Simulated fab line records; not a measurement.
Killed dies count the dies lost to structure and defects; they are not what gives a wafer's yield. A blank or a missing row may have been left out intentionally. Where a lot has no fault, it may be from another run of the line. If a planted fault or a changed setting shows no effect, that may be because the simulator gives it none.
A struck lot beside a sound one || flow nandHarc || 14 steps out of a route of 1302
Sound: the wafers L587.2, L587.3, L587.5. The struck wafers were L596.2, L596.6. The cause is given at the end.
At each step with rows: each side's tool, then ch and its chambers, then its first start. Under that, the readings that differ: sound wafers || struck wafers || difference of the means || sigmas: that difference in standard deviations of wafers without a fault.
alike: readings whose means differ by less than 2 such deviations, and words and numbers that are the same on both sides. not compared: withheld readings, readings that some wafer has no value for, bounds like >300 that may hide the same value, and numbers for which the record gives no deviation and whose values overlap.
A row with sigmas, a row that says differs or no value, or rows on one side alone: a step with any of these is where the two part. Numbers that don't overlap but have no deviation are shown without sigmas and don't part them. A reading missing from all wafers of one side parts the sides only when that side holds two or more wafers.

NHARC_A_DECK1_JOINT_CMP_02: polishes SiOx.
  sound on cmp-01 ch 0,1,2, day 15 21:51; struck on cmp-04 ch 0,3, day 19 16:52
  alike: motorCurrentA, slurryFlowMlMin
next, for these wafers, 1 step has no rows: NHARC_A_DECK1_JOINT_SRD_15.
NHARC_A_DECK1_JOINT_DEP_16: deposits SiO2, target thk 45 nm.
  sound on pecvd-02 ch 0,2, day 15 22:13; struck on pecvd-02 ch 1,2, day 19 17:11
  alike: heaterPowerOuterW, heaterPowerW, throttleValvePct
NHARC_A_DECK1_JOINT_THK_MEAS_17: measures by ellipsometry.
  struck on filmMetro-02, day 19 17:28; sound on filmMetro-02, day 15 22:29
  alike: thkNm
NHARC_A_DECK1_JOINT_INSPECT_05:
  struck on defectInspect-02, day 19 17:29; sound on defectInspect-02, day 15 22:32
  alike: rawDefectCount
after that, 1 step with no rows for these wafers: NHARC_A_ONON_D2_DEP_00 (target thk 1000 nm).
NHARC_A_ONON_D2_THK_MEAS_02: measures by ellipsometry.
  struck on filmMetro-01, day 19 18:04; sound on filmMetro-02, day 15 23:07
  alike: thkNm
after that, 1 step with no rows for these wafers: NHARC_A_ONON_D2_DEP_03 (target thk 1000 nm).
NHARC_A_ONON_D2_THK_MEAS_05: measures by ellipsometry.
  struck on filmMetro-01, day 19 18:38; sound on filmMetro-02, day 15 23:42
  alike: thkNm
after that, 1 step with no rows for these wafers: NHARC_A_ONON_D2_DEP_06 (target thk 1000 nm).
NHARC_A_ONON_D2_THK_MEAS_08: measures by ellipsometry.
  struck on filmMetro-02, day 19 19:13; sound on filmMetro-02, day 16 00:16
  alike: thkNm
NHARC_A_ONON_D2_DEP_09: target thk 1000 nm.
  sound on pecvdOnon-03 ch 0, day 16 00:23; struck on pecvdOnon-03 ch 0, day 19 19:19
  alike: nh3FlowSccm
NHARC_A_ONON_D2_THK_MEAS_11: measures by ellipsometry.
  struck on filmMetro-02, day 19 19:46; sound on filmMetro-02, day 16 00:50
{"reading": "thkNm (nm)", "sound": "1002 1002 1001", "struck": "460 462", "difference": -541, "sigmas": -56}
after that, 1 step with no rows for these wafers: NHARC_A_ONON_D2_DEP_12 (target thk 1000 nm).

== WHERE THEY PART ==
Only at NHARC_A_ONON_D2_THK_MEAS_11, within this record.

WHY: the cause the simulator had injected
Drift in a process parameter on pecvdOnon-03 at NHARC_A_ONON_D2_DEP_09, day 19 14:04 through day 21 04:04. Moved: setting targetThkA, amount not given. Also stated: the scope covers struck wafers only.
